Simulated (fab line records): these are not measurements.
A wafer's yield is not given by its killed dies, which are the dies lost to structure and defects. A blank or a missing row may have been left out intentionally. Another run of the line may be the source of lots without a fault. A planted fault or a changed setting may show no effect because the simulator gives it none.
fab line records | flow n5_finfet | part 1 of 2: steps 1 to 19 of 31
[record] lots = 5 | wafers = 15 | last_day = 16
route steps=1938 shown MOL_CONTACT_COAG@535
lots untouched by any fault: they come from a run of this same line in which no faults occurred
start_h: hours from the record's first day to the start of the lot's first wafer shown | wait_h: hours from the lot's prior step to this one | " the same as in the row above | L1.1+2: several wafers, shown together as one row | - no value, or no start was given | * or withheld: withheld | < > ~ a bound
route shown NAME@n: a module of which the file shows steps, and the number in the route of the first | usual: mean/standard deviation taken from wafers without a fault | same: alike in all rows | chamber/n: place in a boat | sites: readings site by site | _std_site: the values' standard deviation | _edge_site: inner sites' mean taken away from outer sites' mean | radius_mm: for every site, how far away it sits from the centre of the wafer | mask NAME#n: copy n | behind: tool/chamber where the wafer was last shaped | hold: cause of the lot's hold/its duration in hours/its outcome | device: which transistor (n, p or np) failed to switch | end of line: the tests these same wafers got at the end of their route | where a step has no rows: the recipe by itself | killed: dies that structure and defects cost at the first sort, which is not the same as the wafer's yield | map: dies across one wafer; x = killed, . = not, _ = none there
set.NAME: setting as actually run; set.NAME@STEP: the setting as run at that earlier step | model.NAME: the simulator's own value behind a step, which no gauge read
lots at some steps of the route; a table a step, a row a wafer
services: when a tool's chamber went out of use (start_h, in hours from the record's first day, below 0 if earlier), for how many hours, and the reason
[[steps]]
[step N5_MOL_CONTACT_COAG_CONTACT_ETCH_14]
[recipe] chemistry = C4F6/O2 | target = SiO2 | target_depth_a = 275 | overetch_a = 85 | mask_material = SOC | pressure_mtorr = 30 | source_w = 370 | bias_w = 185 | Ar_flow_sccm = 300 | C4F6_flow_sccm = 16 | O2_flow_sccm = 10 | time_s = 20 | ion_energy_ev = 259.6
[usual] drypump_motor_current_A = 5.6/0.48 | oes_product_au = 0.67/0.083 | rf_vpp_V = 693.0/2.7 | showerhead_plenum_p_Torr = 2.89/0.072 | throttle_valve_pct = 21.28/0.22
[same] time_s = 20
lot.wafer | tool        | chamber | start_h | wait_h | drypump_motor_current_A | oes_product_au | rf_hours_counter_h | rf_vpp_V | showerhead_plenum_p_Torr | throttle_valve_pct
L075.3    | rie_diel-04 | 3       | 94.72   | 0.0    | 5.6                     | 0.66           | 156                | 689.5    | 2.76                     | 20.97
L075.5    | "           | 0       | "       | "      | 5.6                     | 0.61           | -                  | 692.2    | 2.87                     | 21.70
L075.6    | "           | 1       | "       | "      | 5.6                     | 0.62           | -                  | 691.9    | 2.86                     | 21.14
L079.4    | rie_diel-01 | 1       | 126.35  | 0.0    | 4.9                     | 0.85           | 1                  | 689.7    | 2.83                     | 20.93
L079.5    | "           | 0       | "       | "      | 5.4                     | 0.59           | -                  | 695.6    | 2.95                     | 21.82
L079.6    | "           | 3       | "       | "      | 5.8                     | 0.81           | -                  | 694.3    | 2.93                     | 21.07
L080.1    | rie_diel-04 | 2       | 127.82  | 0.0    | 6.5                     | 0.59           | 247                | 687.7    | 2.73                     | 21.62
L080.3    | "           | 3       | "       | "      | 5.6                     | 0.64           | 168                | 687.3    | 2.76                     | 20.99
L080.4    | "           | 0       | "       | "      | 5.6                     | 0.60           | 221                | 693.2    | 2.86                     | 21.70
L086.1    | rie_diel-04 | 2       | 164.95  | 0.0    | 6.5                     | 0.82           | 4                  | 698.6    | 3.07                     | 21.26
L086.3    | "           | 1       | "       | "      | 5.6                     | 0.60           | 210                | 691.4    | 2.84                     | 21.18
L086.4    | "           | 3       | "       | "      | 5.6                     | 0.63           | 184                | 688.7    | 2.75                     | 21.00
L093.3    | rie_diel-06 | 2       | 202.60  | 0.0    | 5.4                     | 0.79           | 14                 | 691.4    | 2.84                     | 21.18
L093.5    | "           | 2       | "       | "      | 5.4                     | 0.78           | -                  | 692.2    | 2.84                     | 21.18
L093.6    | "           | 3       | "       | "      | 6.8                     | 0.64           | -                  | 695.0    | 2.97                     | 21.35
[step N5_MOL_CONTACT_COAG_STRIP_109]
[recipe] chemistry = C4F6/O2 | resist = SiARC | rf_frequency_hz = 6e+07
lot.wafer  | tool        | chamber | start_h | wait_h
L075.3+5+6 | rie_diel-04 | 3,0,1   | 94.74   | 0.0
L079.4+5+6 | rie_diel-01 | 1,0,3   | 126.37  | 0.0
L080.1+3+4 | rie_diel-04 | 2,3,0   | 127.84  | 0.0
L086.1+3+4 | rie_diel-04 | 2,1,3   | 164.98  | 0.0
L093.3+5+6 | rie_diel-06 | 2,2,3   | 202.63  | 0.0
[step N5_MOL_CONTACT_COAG_ETCH_15]
[recipe] chemistry = CH3F/O2 | target = SiNx | target_depth_a = 70 | mask_material = SOC | stop_on = Si:P | over_etch_frac = 0.75 | ion_energy_ev = 120 | pressure_mtorr = 30 | source_w = 395 | bias_w = 73 | Ar_flow_sccm = 150 | CH3F_flow_sccm = 30 | O2_flow_sccm = 20
[usual] drypump_motor_current_A = 5.6/0.48 | oes_product_au = 0.58/0.071 | rf_vpp_V = 295.2/2.2 | showerhead_plenum_p_Torr = 2.01/0.054 | throttle_valve_pct = 16.35/0.22
lot.wafer | tool        | chamber | start_h | wait_h | drypump_motor_current_A | oes_product_au | rf_hours_counter_h | rf_vpp_V | showerhead_plenum_p_Torr | throttle_valve_pct
L075.3    | rie_diel-04 | 3       | 94.75   | 0.0    | 5.6                     | 0.56           | 156                | 296.8    | 1.91                     | 16.05
L075.5    | "           | 0       | "       | "      | 5.6                     | 0.53           | -                  | 294.5    | 1.99                     | 16.76
L075.6    | "           | 1       | "       | "      | 5.6                     | 0.53           | -                  | 298.1    | 1.98                     | 16.27
L079.4    | rie_diel-01 | 1       | 126.38  | 0.0    | 4.9                     | 0.72           | 1                  | 291.3    | 1.97                     | 15.97
L079.5    | "           | 0       | "       | "      | 5.4                     | 0.51           | -                  | 295.6    | 2.06                     | 16.87
L079.6    | "           | 3       | "       | "      | 5.7                     | 0.69           | -                  | 294.1    | 2.04                     | 16.13
L080.1    | rie_diel-04 | 2       | 127.85  | 0.0    | 6.5                     | 0.51           | 247                | 293.4    | 1.89                     | 16.68
L080.3    | "           | 3       | "       | "      | 5.7                     | 0.55           | 168                | 297.1    | 1.91                     | 16.11
L080.4    | "           | 0       | "       | "      | 5.6                     | 0.51           | 221                | 294.7    | 1.99                     | 16.77
L086.1    | rie_diel-04 | 2       | 164.99  | 0.0    | 6.5                     | 0.70           | 4                  | 296.6    | 2.14                     | 16.22
L086.3    | "           | 1       | "       | "      | 5.6                     | 0.51           | 210                | 296.0    | 1.98                     | 16.32
L086.4    | "           | 3       | "       | "      | 5.6                     | 0.55           | 184                | 296.9    | 1.90                     | 16.12
L093.3    | rie_diel-06 | 2       | 202.64  | 0.0    | 5.4                     | 0.68           | 14                 | 294.5    | 1.97                     | 16.19
L093.5    | "           | 2       | "       | "      | 5.4                     | 0.68           | -                  | 294.2    | 1.97                     | 16.17
L093.6    | "           | 3       | "       | "      | 6.8                     | 0.54           | -                  | 296.2    | 2.07                     | 16.44
[step N5_MOL_CONTACT_COAG_ETCH_110]
[recipe] chemistry = CF4/O2 | target = Si | target_depth_a = 25 | time_s = 8 | pressure_mtorr = 100 | source_w = 200 | bias_w = 12 | ion_energy_ev = 60 | Ar_flow_sccm = 100 | cf4_flow_sccm = 100 | O2_flow_sccm = 10
[usual] drypump_motor_current_A = 5.6/0.49 | oes_product_au = 0.79/0.1 | rf_vpp_V = 126.3/1.2 | showerhead_plenum_p_Torr = 2.23/0.056 | throttle_valve_pct = 10.77/0.27
[same] time_s = 8
lot.wafer | tool        | chamber | start_h | wait_h | drypump_motor_current_A | oes_product_au | rf_hours_counter_h | rf_vpp_V | showerhead_plenum_p_Torr | throttle_valve_pct
L075.3    | rie_diel-04 | 3       | 94.81   | 0.0    | 5.7                     | 0.78           | 156                | 127.6    | 2.14                     | 10.61
L075.5    | "           | 0       | "       | "      | 5.6                     | 0.72           | -                  | 125.1    | 2.21                     | 11.16
L075.6    | "           | 1       | "       | "      | 5.6                     | 0.72           | -                  | 128.1    | 2.21                     | 10.76
L079.4    | rie_diel-01 | 1       | 126.44  | 0.0    | 4.8                     | 0.99           | 1                  | 125.2    | 2.19                     | 10.25
L079.5    | "           | 0       | "       | "      | 5.3                     | 0.68           | -                  | 128.0    | 2.28                     | 11.36
L079.6    | "           | 3       | "       | "      | 5.8                     | 0.96           | -                  | 124.8    | 2.27                     | 10.42
L080.1    | rie_diel-04 | 2       | 127.91  | 0.0    | 6.5                     | 0.69           | 247                | 125.2    | 2.11                     | 11.17
L080.3    | "           | 3       | "       | "      | 5.6                     | 0.77           | 168                | 127.4    | 2.13                     | 10.64
L080.4    | "           | 0       | "       | "      | 5.6                     | 0.71           | 221                | 126.5    | 2.20                     | 11.22
L086.1    | rie_diel-04 | 2       | 165.05  | 0.0    | 6.5                     | 0.98           | 4                  | 128.4    | 2.36                     | 10.46
L086.3    | "           | 1       | "       | "      | 5.6                     | 0.70           | 210                | 126.0    | 2.20                     | 10.84
L086.4    | "           | 3       | "       | "      | 5.6                     | 0.74           | 184                | 127.7    | 2.13                     | 10.66
L093.3    | rie_diel-06 | 2       | 202.70  | 0.0    | 5.4                     | 0.92           | 14                 | 126.7    | 2.18                     | 10.45
L093.5    | "           | 2       | "       | "      | 5.4                     | 0.92           | -                  | 124.6    | 2.19                     | 10.44
L093.6    | "           | 3       | "       | "      | 6.8                     | 0.74           | -                  | 125.1    | 2.29                     | 10.89
[step N5_MOL_CONTACT_COAG_STRIP_98]
[recipe] chemistry = N2/H2 | power_w = 500 | temp_c = 40 | pressure_mtorr = 50 | rf_frequency_hz = 6e+07 | overash_fraction = 0.3 | bias_power_w = 8 | h2_frac = 0.5 | n2_flow_sccm = 300 | h2_flow_sccm = 300
[usual] drypump_motor_current_A = 5.6/0.48 | oes_product_au = 0.79/0.1 | rf_vpp_V = 54.3/1.5 | showerhead_plenum_p_Torr = 3.37/0.092 | throttle_valve_pct = 18.89/0.27
lot.wafer | tool        | chamber | start_h | wait_h | drypump_motor_current_A | oes_product_au | rf_hours_counter_h | rf_vpp_V | showerhead_plenum_p_Torr | throttle_valve_pct
L075.3    | rie_diel-04 | 3       | 94.86   | 0.0    | 5.6                     | 0.75           | 156                | 54.6     | 3.22                     | 18.74
L075.5    | "           | 0       | "       | "      | 5.6                     | 0.72           | -                  | 53.2     | 3.33                     | 19.27
L075.6    | "           | 1       | "       | "      | 5.6                     | 0.71           | -                  | 55.3     | 3.35                     | 19.32
L079.4    | rie_diel-01 | 1       | 126.49  | 0.0    | 4.9                     | 1.00           | 1                  | 53.1     | 3.30                     | 18.68
L079.5    | "           | 0       | "       | "      | 5.3                     | 0.68           | -                  | 55.4     | 3.46                     | 19.45
L079.6    | "           | 3       | "       | "      | 5.8                     | 0.95           | -                  | 52.9     | 3.44                     | 18.59
L080.1    | rie_diel-04 | 2       | 127.96  | 0.0    | 6.5                     | 0.70           | 247                | 54.3     | 3.18                     | 19.45
L080.3    | "           | 3       | "       | "      | 5.7                     | 0.76           | 168                | 55.8     | 3.21                     | 18.72
L080.4    | "           | 0       | "       | "      | 5.6                     | 0.71           | 221                | 54.3     | 3.33                     | 19.29
L086.1    | rie_diel-04 | 2       | 165.10  | 0.0    | 6.5                     | 0.97           | 4                  | 54.8     | 3.59                     | 19.03
L086.3    | "           | 1       | "       | "      | 5.6                     | 0.70           | 210                | 53.0     | 3.33                     | 19.38
L086.4    | "           | 3       | "       | "      | 5.7                     | 0.75           | 184                | 55.2     | 3.20                     | 18.77
L093.3    | rie_diel-06 | 2       | 202.75  | 0.0    | 5.4                     | 0.92           | 14                 | 50.0     | 3.30                     | 18.50
L093.5    | "           | 2       | "       | "      | 5.4                     | 0.92           | -                  | 54.2     | 3.30                     | 18.53
L093.6    | "           | 3       | "       | "      | 6.8                     | 0.73           | -                  | 54.6     | 3.48                     | 18.60
[step N5_MOL_CONTACT_COAG_CD_MEAS_99]
[recipe] target_cd_nm = 17.2 | polarity = opening
[usual] cd_nm = 17.22/0.29
lot.wafer | tool      | chamber | start_h | wait_h | cd_nm
L075.3    | cd_sem-03 | -       | 94.94   | -      | 17.23
L075.5    | "         | -       | "       | "      | 17.49
L075.6    | "         | -       | "       | "      | 17.60
L079.4    | cd_sem-03 | -       | 126.57  | -      | 17.62
L079.5    | "         | -       | "       | "      | 17.06
L079.6    | "         | -       | "       | "      | 17.43
L080.1    | cd_sem-03 | -       | 128.03  | -      | 16.79
L080.3    | "         | -       | "       | "      | 17.15
L080.4    | "         | -       | "       | "      | 17.23
L086.1    | cd_sem-02 | -       | 165.17  | -      | 17.06
L086.3    | "         | -       | "       | "      | 17.69
L086.4    | "         | -       | "       | "      | 17.03
L093.3    | cd_sem-01 | -       | 202.82  | -      | 17.37
L093.5    | "         | -       | "       | "      | 17.05
L093.6    | "         | -       | "       | "      | 17.03
[step N5_MOL_CONTACT_COAG_IMPLANT_129]
[recipe] species = Ge | energy_kev = 3 | dose_cm2 = 6e+14 | tilt_deg = 0 | rotation_deg = 0
[usual] rotation_deg = 0.000/0.02
lot.wafer | tool         | chamber | start_h | wait_h | rotation_deg
L075.3    | implanter-01 | 0       | 95.03   | 0.1    | 0.037
L075.5    | "            | 0       | "       | "      | 0.006
L075.6    | "            | 0       | "       | "      | 0.022
L079.4    | implanter-02 | 0       | 126.69  | 0.1    | -0.009
L079.5    | "            | 0       | "       | "      | -0.018
L079.6    | "            | 0       | "       | "      | -0.003
L080.1    | implanter-01 | 0       | 128.07  | 0.0    | -0.012
L080.3    | "            | 0       | "       | "      | 0.002
L080.4    | "            | 0       | "       | "      | 0.009
L086.1    | implanter-02 | 0       | 165.20  | 0.0    | -0.005
L086.3    | "            | 0       | "       | "      | -0.050
L086.4    | "            | 0       | "       | "      | -0.016
L093.3    | implanter-02 | 0       | 202.91  | 0.1    | -0.008
L093.5    | "            | 0       | "       | "      | 0.014
L093.6    | "            | 0       | "       | "      | 0.025
[step N5_MOL_CONTACT_COAG_PRECLEAN_111]
[recipe] chemistry = NF3:NH3 | afs_cycles = 1 | temp_c = 30 | time_s = 20 | sublimation_temp_c = 180 | sublimation_time_s = 60 | pressure_torr = 3 | rf_power_w = 30
[usual] pressure_torr = 3.000/0.0058
[same] afs_cycles = 1 | time_s = 20
lot.wafer | tool             | chamber | start_h | wait_h | pressure_torr
L075.3    | remote_plasma-02 | 1       | 96.39   | 1.3    | 3.006
L075.5    | "                | 1       | "       | "      | 2.998
L075.6    | "                | 1       | "       | "      | 3.007
L079.4    | remote_plasma-01 | 0       | 127.04  | 0.3    | 2.996
L079.5    | "                | 0       | "       | "      | 3.006
L079.6    | "                | 0       | "       | "      | 2.997
L080.1    | remote_plasma-02 | 0       | 128.39  | 0.3    | 2.998
L080.3    | "                | 0       | "       | "      | 3.001
L080.4    | "                | 0       | "       | "      | 2.998
L086.1    | remote_plasma-02 | 1       | 166.39  | 1.2    | 2.995
L086.3    | "                | 1       | "       | "      | 2.996
L086.4    | "                | 1       | "       | "      | 3.000
L093.3    | remote_plasma-01 | 0       | 203.27  | 0.3    | 2.991
L093.5    | "                | 0       | "       | "      | 2.984
L093.6    | "                | 0       | "       | "      | 2.997
[step N5_MOL_CONTACT_COAG_TI_SIL_19]
[recipe] material = Ti | target_thk_a = 42 | temp_c = 200 | chamber_pressure_pa = 5 | power_w = 5000 | time_s = 15
[usual] cathode_dc_power_W = 4999.9/0.95 | substrate_temp_c = 199.99/0.16 | throttle_valve_pct = 29.9/1.1
[same] time_s = 15
lot.wafer | tool           | chamber | start_h | wait_h | cathode_dc_power_W | substrate_temp_c | throttle_valve_pct
L075.3    | pvd_sputter-03 | -       | 96.67   | 0.2    | 5000.6             | 199.86           | 28.6
L075.5    | "              | -       | "       | "      | 5001.1             | 199.79           | 31.3
L075.6    | "              | -       | "       | "      | 4998.9             | 199.96           | 28.6
L079.4    | pvd_sputter-02 | -       | 127.28  | 0.2    | 4999.5             | 199.76           | 31.8
L079.5    | "              | -       | "       | "      | 4999.3             | 200.11           | 30.3
L079.6    | "              | -       | "       | "      | 5000.5             | 200.18           | 31.8
L080.1    | pvd_sputter-01 | -       | 130.15  | 1.7    | 4999.6             | 199.83           | 29.7
L080.3    | "              | -       | "       | "      | 4999.7             | 199.95           | 30.2
L080.4    | "              | -       | "       | "      | 4999.2             | 199.83           | 30.4
L086.1    | pvd_sputter-03 | -       | 166.82  | 0.4    | 5000.4             | 199.81           | 31.2
L086.3    | "              | -       | "       | "      | 4998.5             | 199.77           | 29.8
L086.4    | "              | -       | "       | "      | 4998.7             | 199.74           | 28.2
L093.3    | pvd_sputter-02 | -       | 203.50  | 0.2    | 5000.5             | 200.01           | 28.9
L093.5    | "              | -       | "       | "      | 4998.9             | 199.95           | 31.6
L093.6    | "              | -       | "       | "      | 4999.5             | 199.89           | 30.5
[step N5_MOL_CONTACT_COAG_ALD_20]
[recipe] material = TiN | target_thk_a = 15 | temp_c = 400 | ald_precursor_family = TiCl4 | ald_co_reactant = NH3 | pulse_time_s = 1 | purge_time_s = 3 | co_reactant_purge_time_s = 2 | co_reactant_pulse_time_s = 2 | ald_cycles = 68 | pressure_torr = 3
[usual] heater_power_w = 900/78 | precursor_pulse_height_rel = 1.000/0.019
[same] purge_time_s = 3
lot.wafer | tool         | chamber | start_h | wait_h | heater_power_w | precursor_pulse_height_rel
L075.3    | ald_metal-02 | 0       | 96.79   | 0.1    | 849            | 0.994
L075.5    | "            | 2       | "       | "      | 904            | 0.985
L075.6    | "            | 3       | "       | "      | 805            | 0.970
L079.4    | ald_metal-01 | 1       | 127.57  | 0.2    | 950            | 1.022
L079.5    | "            | 2       | "       | "      | 1093           | 1.018
L079.6    | "            | 3       | "       | "      | 927            | 0.995
L080.1    | ald_metal-02 | 3       | 130.28  | 0.1    | 793            | 1.007
L080.3    | "            | 0       | "       | "      | 840            | 1.032
L080.4    | "            | 2       | "       | "      | 890            | 0.998
L086.1    | ald_metal-03 | 2       | 166.94  | 0.1    | 905            | 1.019
L086.3    | "            | 3       | "       | "      | 887            | 1.032
L086.4    | "            | 0       | "       | "      | 840            | 1.017
L093.3    | ald_metal-02 | 1       | 203.62  | 0.1    | 984            | 0.961
L093.5    | "            | 1       | "       | "      | 1016           | 0.996
L093.6    | "            | 0       | "       | "      | 837            | 1.009
[step N5_MOL_CONTACT_COAG_SIL_ANNEAL_21]
[recipe] temp_c = 550 | time_s = 60 | ambient = N2
[usual] lamp_power_pct = 5.9/0.69 | lamp_zone_4_pct = 5.9/0.69 | wafer_temp_C_max = 553.1/0.54
[same] time_s = 60
lot.wafer | tool          | chamber | start_h | wait_h | lamp_power_pct | lamp_zone_4_pct | wafer_temp_C_max
L075.3    | rtp_anneal-01 | 0       | 97.32   | 0.4    | 5.4            | 5.4             | 553.5
L075.5    | "             | 0       | "       | "      | 5.4            | 5.4             | 552.6
L075.6    | "             | 0       | "       | "      | 5.4            | 5.4             | 553.0
L079.4    | rtp_anneal-02 | 0       | 127.95  | 0.2    | 6.8            | 6.8             | 553.1
L079.5    | "             | 0       | "       | "      | 6.8            | 6.8             | 552.6
L079.6    | "             | 0       | "       | "      | 6.8            | 6.8             | 553.5
L080.1    | rtp_anneal-01 | 0       | 130.66  | 0.2    | 5.4            | 5.4             | 552.8
L080.3    | "             | 0       | "       | "      | 5.4            | 5.4             | 552.1
L080.4    | "             | 0       | "       | "      | 5.4            | 5.4             | 553.3
L086.1    | rtp_anneal-02 | 0       | 167.47  | 0.4    | 6.8            | 6.8             | 553.3
L086.3    | "             | 0       | "       | "      | 6.8            | 6.8             | 553.1
L086.4    | "             | 0       | "       | "      | 6.8            | 6.8             | 553.8
L093.3    | rtp_anneal-01 | 0       | 204.05  | 0.3    | 5.4            | 5.4             | 552.4
L093.5    | "             | 0       | "       | "      | 5.4            | 5.4             | 553.1
L093.6    | "             | 0       | "       | "      | 5.4            | 5.4             | 553.9
[step N5_MOL_CONTACT_COAG_PRE_CLEAN_141]
[recipe] gas = H2/He | time_s = 60 | temp_c = 300
[usual] heater_power_w = 491/69
[same] time_s = 60
lot.wafer | tool           | chamber | start_h | wait_h | heater_power_w
L075.3    | pvd_sputter-03 | -       | 98.21   | 0.8    | 419
L075.5    | "              | -       | "       | "      | 491
L075.6    | "              | -       | "       | "      | 440
L079.4    | pvd_sputter-01 | -       | 130.35  | 2.4    | 504
L079.5    | "              | -       | "       | "      | 525
L079.6    | "              | -       | "       | "      | 472
L080.1    | pvd_sputter-01 | -       | 131.13  | 0.4    | 424
L080.3    | "              | -       | "       | "      | 490
L080.4    | "              | -       | "       | "      | 462
L086.1    | pvd_sputter-03 | -       | 168.10  | 0.6    | 495
L086.3    | "              | -       | "       | "      | 643
L086.4    | "              | -       | "       | "      | 492
L093.3    | pvd_sputter-03 | -       | 204.23  | 0.1    | 646
L093.5    | "              | -       | "       | "      | 400
L093.6    | "              | -       | "       | "      | 647
[step N5_MOL_CONTACT_COAG_SPUTTER_143]
[recipe] material = Co | target_thk_a = 25 | temp_c = 25 | chamber_pressure_pa = 0.2
[usual] substrate_temp_c = 25.00/0.1 | throttle_valve_pct = 29.8/1.1
lot.wafer | tool           | chamber | start_h | wait_h | substrate_temp_c | throttle_valve_pct
L075.3    | pvd_sputter-03 | -       | 98.27   | 0.0    | 25.03            | 28.8
L075.5    | "              | -       | "       | "      | 25.12            | 28.0
L075.6    | "              | -       | "       | "      | 25.12            | 31.3
L079.4    | pvd_sputter-01 | -       | 130.41  | 0.0    | 24.96            | 29.8
L079.5    | "              | -       | "       | "      | 24.87            | 30.6
L079.6    | "              | -       | "       | "      | 24.99            | 29.9
L080.1    | pvd_sputter-01 | -       | 131.19  | 0.0    | 25.05            | 29.6
L080.3    | "              | -       | "       | "      | 24.92            | 29.8
L080.4    | "              | -       | "       | "      | 24.97            | 31.0
L086.1    | pvd_sputter-03 | -       | 168.16  | 0.0    | 25.01            | 28.1
L086.3    | "              | -       | "       | "      | 24.82            | 29.7
L086.4    | "              | -       | "       | "      | 24.90            | 28.4
L093.3    | pvd_sputter-03 | -       | 204.29  | 0.0    | 24.80            | 29.8
L093.5    | "              | -       | "       | "      | 24.97            | 28.7
L093.6    | "              | -       | "       | "      | 25.00            | 29.8
[step N5_MOL_CONTACT_COAG_CO_FILL_22]
[recipe] material = Co | target_thk_a = 200 | temp_c = 200 | precursor = CCTBA/H2 | pressure_torr = 30
[usual] heater_power_w = 232/21
lot.wafer | tool      | chamber | start_h | wait_h | heater_power_w
L075.3    | cvd_co-01 | 0       | 98.39   | 0.1    | 219
L075.5    | "         | 1       | "       | "      | 277
L075.6    | "         | 0       | "       | "      | 222
L079.4    | cvd_co-01 | 0       | 130.83  | 0.4    | 219
L079.5    | "         | 1       | "       | "      | 272
L079.6    | "         | 2       | "       | "      | 216
L080.1    | cvd_co-01 | 0       | 131.31  | 0.1    | 226
L080.3    | "         | 2       | "       | "      | 217
L080.4    | "         | 1       | "       | "      | 276
L086.1    | cvd_co-01 | 0       | 168.42  | 0.2    | 223
L086.3    | "         | 1       | "       | "      | 270
L086.4    | "         | 0       | "       | "      | 223
L093.3    | cvd_co-01 | 0       | 204.44  | 0.1    | 227
L093.5    | "         | 0       | "       | "      | 224
L093.6    | "         | 1       | "       | "      | 267
[step N5_MOL_CONTACT_COAG_ANNEAL_113]
[recipe] temp_c = 400 | time_s = 300 | ambient = H2/N2
[usual] lamp_power_pct = 2.78/0.27 | lamp_zone_4_pct = 2.78/0.27 | wafer_temp_C_max = 402.4/0.46
[same] time_s = 300
lot.wafer | tool          | chamber | start_h | wait_h | lamp_power_pct | lamp_zone_4_pct | wafer_temp_C_max
L075.3    | rtp_anneal-02 | 0       | 99.30   | 0.6    | 2.94           | 2.94            | 402.0
L075.5    | "             | 0       | "       | "      | 2.94           | 2.94            | 401.7
L075.6    | "             | 0       | "       | "      | 2.94           | 2.94            | 402.8
L079.4    | rtp_anneal-02 | 0       | 131.60  | 0.5    | 2.94           | 2.94            | 402.2
L079.5    | "             | 0       | "       | "      | 2.94           | 2.93            | 402.3
L079.6    | "             | 0       | "       | "      | 2.94           | 2.94            | 402.5
L080.1    | rtp_anneal-02 | 0       | 132.05  | 0.4    | 2.94           | 2.94            | 401.7
L080.3    | "             | 0       | "       | "      | 2.94           | 2.93            | 401.6
L080.4    | "             | 0       | "       | "      | 2.94           | 2.94            | 402.0
L086.1    | rtp_anneal-01 | 0       | 169.16  | 0.4    | 2.31           | 2.31            | 402.4
L086.3    | "             | 0       | "       | "      | 2.31           | 2.31            | 402.2
L086.4    | "             | 0       | "       | "      | 2.31           | 2.30            | 401.6
L093.3    | rtp_anneal-02 | 0       | 205.45  | 0.7    | 2.93           | 2.94            | 402.3
L093.5    | "             | 0       | "       | "      | 2.94           | 2.94            | 402.6
L093.6    | "             | 0       | "       | "      | 2.94           | 2.94            | 402.3
[step N5_MOL_CONTACT_COAG_PRE_CLEAN_142]
[recipe] gas = H2/He | time_s = 60 | temp_c = 300
[usual] heater_power_w = 489/71
[same] time_s = 60
lot.wafer | tool           | chamber | start_h | wait_h | heater_power_w
L075.3    | pvd_sputter-02 | -       | 100.45  | 1.0    | 480
L075.5    | "              | -       | "       | "      | 435
L075.6    | "              | -       | "       | "      | 502
L079.4    | pvd_sputter-02 | -       | 132.56  | 0.8    | 440
L079.5    | "              | -       | "       | "      | 489
L079.6    | "              | -       | "       | "      | 436
L080.1    | pvd_sputter-03 | -       | 133.01  | 0.8    | 438
L080.3    | "              | -       | "       | "      | 406
L080.4    | "              | -       | "       | "      | 490
L086.1    | pvd_sputter-03 | -       | 171.22  | 1.9    | 415
L086.3    | "              | -       | "       | "      | 641
L086.4    | "              | -       | "       | "      | 490
L093.3    | pvd_sputter-02 | -       | 207.07  | 1.5    | 482
L093.5    | "              | -       | "       | "      | 527
L093.6    | "              | -       | "       | "      | 492
[step N5_MOL_CONTACT_COAG_SPUTTER_130]
[recipe] material = Co | target_thk_a = 475 | temp_c = 25 | chamber_pressure_pa = 0.5 | power_w = 3000
[usual] cathode_dc_power_W = 3000.1/0.55 | substrate_temp_c = 24.99/0.11 | throttle_valve_pct = 29.8/1.1
lot.wafer | tool           | chamber | start_h | wait_h | cathode_dc_power_W | substrate_temp_c | throttle_valve_pct
L075.3    | pvd_sputter-02 | -       | 100.51  | 0.0    | 3000.6             | 24.93            | 31.6
L075.5    | "              | -       | "       | "      | 3000.8             | 25.06            | 29.0
L075.6    | "              | -       | "       | "      | 2999.5             | 24.84            | 28.8
L079.4    | pvd_sputter-02 | -       | 132.62  | 0.0    | 3000.3             | 25.00            | 28.8
L079.5    | "              | -       | "       | "      | 3000.5             | 24.97            | 28.6
L079.6    | "              | -       | "       | "      | 3000.9             | 25.14            | 28.8
L080.1    | pvd_sputter-03 | -       | 133.07  | 0.0    | 2999.7             | 25.12            | 31.3
L080.3    | "              | -       | "       | "      | 3000.3             | 25.17            | 28.7
L080.4    | "              | -       | "       | "      | 3000.1             | 25.04            | 28.1
L086.1    | pvd_sputter-03 | -       | 171.28  | 0.0    | 3000.6             | 24.86            | 31.2
L086.3    | "              | -       | "       | "      | 3000.3             | 24.97            | 29.8
L086.4    | "              | -       | "       | "      | 3000.5             | 25.03            | 28.3
L093.3    | pvd_sputter-02 | -       | 207.13  | 0.0    | 2999.9             | 25.10            | 31.6
L093.5    | "              | -       | "       | "      | 3000.0             | 25.02            | 30.1
L093.6    | "              | -       | "       | "      | 3000.7             | 24.96            | 31.7
[step N5_MOL_CONTACT_COAG_PRECLEAN_125]
[recipe] chemistry = DIW | time_s = 57.5 | temp_c = 23
[same] time_s = 57.5
lot.wafer  | tool         | chamber | start_h | wait_h
L075.3+5+6 | wet_bench-05 | 4,3,7   | 100.64  | 0.1
L079.4+5+6 | wet_bench-05 | 1,6,0   | 132.75  | 0.1
L080.1+3+4 | wet_bench-03 | 4,2,6   | 133.20  | 0.1
L086.1+3+4 | wet_bench-05 | 5,1,0   | 171.41  | 0.1
L093.3+5+6 | wet_bench-03 | 7,0,2   | 207.26  | 0.1
[step N5_MOL_CONTACT_COAG_SRD_126]
[recipe] dry_time_s = 32 | dry = n2_spin | spin_rpm = 1500
lot.wafer  | tool         | chamber | start_h | wait_h
L075.3+5+6 | wet_bench-05 | 4,3,7   | 100.66  | 0.0
L079.4+5+6 | wet_bench-05 | 1,6,0   | 132.77  | 0.0
L080.1+3+4 | wet_bench-03 | 4,2,6   | 133.22  | 0.0
L086.1+3+4 | wet_bench-05 | 5,1,0   | 171.43  | 0.0
L093.3+5+6 | wet_bench-03 | 7,0,2   | 207.28  | 0.0
